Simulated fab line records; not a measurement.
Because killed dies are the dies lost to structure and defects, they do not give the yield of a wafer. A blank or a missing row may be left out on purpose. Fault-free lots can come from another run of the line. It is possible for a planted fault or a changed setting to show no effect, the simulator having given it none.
Comparing a struck lot with a sound one -- flow n5-finfet -- 38 steps out of a route of 1938
Sound: the wafers L624.2, L624.4, L624.5. Wafers L628.3, L628.4 were the ones struck. The cause is given at the end.
For every step that has rows: the tool of each side, followed by ch and its chambers, followed by its first start. Under that, the readings that differ: sound wafers -- struck wafers -- difference of the means -- sigmas: that difference in standard deviations of wafers without a fault.
alike: words and numbers the same on both sides, and readings whose means are apart by under 2 such deviations; not compared: readings that were withheld, readings missing a value for some wafer, numbers with overlapping values and no deviation given by the record, and bounds like >300 which may hide the same value.
Wherever a step has rows on one side only, a row that says differs or no value, or a row with sigmas, the two part there. Numbers that don't overlap but have no deviation are shown without sigmas and don't part them. A reading missing from all wafers of one side parts the sides only when that side holds two or more wafers.

first, 9 steps without rows for these wafers: N5_BEOL_M7_DESCUM_33 (chemistry O2, time 7 s); N5_BEOL_M7_ETCH_72 (etches underlayer in N2/H2, target depth 6.5 nm, time 5.2 s); N5_BEOL_M7_ETCH_65 (etches SiARC in CF4, target depth 15.6 nm, time 26 s); N5_BEOL_M7_ETCH_66 (etches SOC in N2/H2, target depth 80 nm, overetch 16 nm, time 120 s); N5_BEOL_M7_STRIP_69 (strips in N2/H2); N5_BEOL_M7_STRIP_73 (strips in N2/H2); N5_BEOL_M7_VIA_ETCH_34 (etches SiCOH lowk in C4F6/O2, target depth 125.5 nm, time 50.5 s); N5_BEOL_M7_STRIP_76 (strips in C4F6/O2); N5_BEOL_M7_STRIP_36 (strips in N2/H2).
N5_BEOL_M7_TRENCH_ETCH_37: etches SiCOH lowk in C4F6/O2, target depth 93.478 nm, time 31.2 s.
  sound on rie-diel-02 ch 0, day 9 13:13; struck on rie-diel-02 ch 0,3, day 10 14:19
reading,sound,struck,difference,sigmas
model.BEOL_M7.feature-depth-nm (nm),95 95.4 94.8,137.4 140.6,+43.9,
model.etch.depth-nm (nm),95.02 95.39 94.77,137.4 140.5,+43.9,
model.TiN_of_BEOL_M7_HM_DEP_02.thk-nm (nm),17 17 17.2,16.4 16.4,-0.7,
  alike: chamber-pressure-mTorr, drypump-motor-current-A, oes_ar_750_au, oes_f_703_au, oes-product-au, rf-fwd-power-W, rf-vpp-V, showerhead-plenum-p-Torr, throttle-valve-pct
  not compared: rf-hours-counter-h
then, 2 steps without rows for these wafers: N5_BEOL_M7_ETCH_41 (etches SiCN in CH3F/O2, target depth 31.9 nm, time 57.8 s); N5_BEOL_M7_STRIP_80 (strips in N2/H2, time 10 s).
N5_BEOL_M7_OCD_MEAS_38:
  sound on ocd-02, day 9 13:26; struck on ocd-02, day 10 14:29
reading,sound,struck,difference,sigmas
trench-depth-nm (nm),94.9 95.6 94.3,137.5 140.5,+44.1,+29
then, 13 steps without rows for these wafers: N5_BEOL_M7_HM_STRIP_39 (strips TiN in peroxide tin strip, target depth 25 nm, time 158 s); N5_BEOL_M7_SRD_40 (time 30 s); N5_BEOL_M7_PRECLEAN_42 (cleans in residue remover, time 60 s); N5_BEOL_M7_SRD_43 (time 30 s); N5_BEOL_M7_CURE_75 (cures SiCOH lowk, time 120 s); N5_BEOL_M7_DEGAS_44 (time 60 s); N5_BEOL_M7_PRE_CLEAN_45 (time 30 s); N5_BEOL_M7_ALD_77 (deposits TaN, target thk 2 nm, pulse time 2 s, purge time 3 s); N5_BEOL_M7_SURFACE_TREAT_79; N5_BEOL_M7_CVD_78 (deposits Co from CCTBA/H2, target thk 2 nm, time 142.3 s); N5_BEOL_M7_SPUTTER_48 (material Cu, target thk 10 nm, time 1.667 s); N5_BEOL_M7_ECD_50 (material Cu, target thk 300 nm); N5_BEOL_M7_ANNEAL_51 (time 90 s).
N5_BEOL_M7_CMP_52: polishes, stops on SiCOH lowk, t overpolish 6.9 s, target thk 80 nm.
  sound on cmp-02 ch 0,1,3, day 9 15:53; struck on cmp-01 ch 0,3, day 10 17:14
reading,sound,struck,difference,sigmas
model.Cu_of_BEOL_M7_ECD_50.thk-nm (nm),82.6 80 81,124.6 126.6,+44.4,
  alike: motor-current-A, slurry-filter-dp-kPa
N5_BEOL_M7_THK_MEAS_53: measures by xrf.
  sound on film-metro-01, day 9 16:11; struck on film-metro-01, day 10 17:30
reading,sound,struck,difference,sigmas
M7_THK (nm),81.8 79.0 79.8,121.1 123.0,+41.8,+22
then, 2 steps without rows for these wafers: N5_BEOL_M7_PRE_CLEAN_55 (time 15 s); N5_BEOL_M7_DEP_56 (deposits SiCN from 3MS/NH3, target thk 10 nm, time 17.5 s).
N5_BEOL_M7_RS_MEAS_57: the measuring method here is four-point-probe.
  sound on film-metro-01, day 9 16:19; struck on film-metro-01, day 10 17:38
reading,sound,struck,difference,sigmas
M7_RS (ohm/sq),0.275 0.286 0.281,0.172 0.169,-0.110,-14
then, 5 steps without rows for these wafers: N5_BEOL_M8_ILD_DEP_00 (deposits SiCOH lowk from DEMS/porogen, target thk 179.75 nm, time 33.4 s); N5_BEOL_M8_CURE_74 (cures SiCOH lowk, time 240 s); N5_BEOL_M8_PECVD_70 (deposits SiO2 from TEOS/O2, target thk 20 nm, time 22.7 s); N5_BEOL_M8_HM_DEP_02 (deposits TiN, target thk 20 nm); N5_BEOL_M8_COAT_59 (time 60 s, resist thk 100 nm).
-- here the record skips 2 days between the struck wafers' starts before and after, leaving off in module BEOL_M8 and picking up in module BEOL_M15 (first step shown: number 1830 of the route) --
N5_BEOL_M15_RC_MEAS_101:
  sound on prober-01 ch 0, day 12 08:46; struck on prober-01 ch 0, day 12 23:28
reading,sound,struck,difference,sigmas
SERP_M7 (ohm/um),13.9 13.9 14.1,8.6 8.5,-5.4,-10
SERP_M7_max_site (ohm/um),14.3 14.4 14.7,8.8 8.7,-5.7,-10
  alike: COMB_M10, COMB_M10_max_site, COMB_M11, COMB_M12, COMB_M13, COMB_M14, COMB_M15, COMB_M5, COMB_M6, COMB_M8, COMB_M9, SERP_M10, SERP_M10_max_site, SERP_M11, SERP_M12, SERP_M13, SERP_M14, SERP_M5, SERP_M6, SERP_M8, SERP_M9
N5_PASSIVATION_PROBE_49:
  rows exist in the record for the struck wafers here (prober-02, day 13 18:39), but not for the sound ones

## WHERE THEY PART
Last at N5_PASSIVATION_PROBE_49 as far as this record goes, first at N5_BEOL_M7_OCD_MEAS_38.

WHY: what had been put in by the simulator
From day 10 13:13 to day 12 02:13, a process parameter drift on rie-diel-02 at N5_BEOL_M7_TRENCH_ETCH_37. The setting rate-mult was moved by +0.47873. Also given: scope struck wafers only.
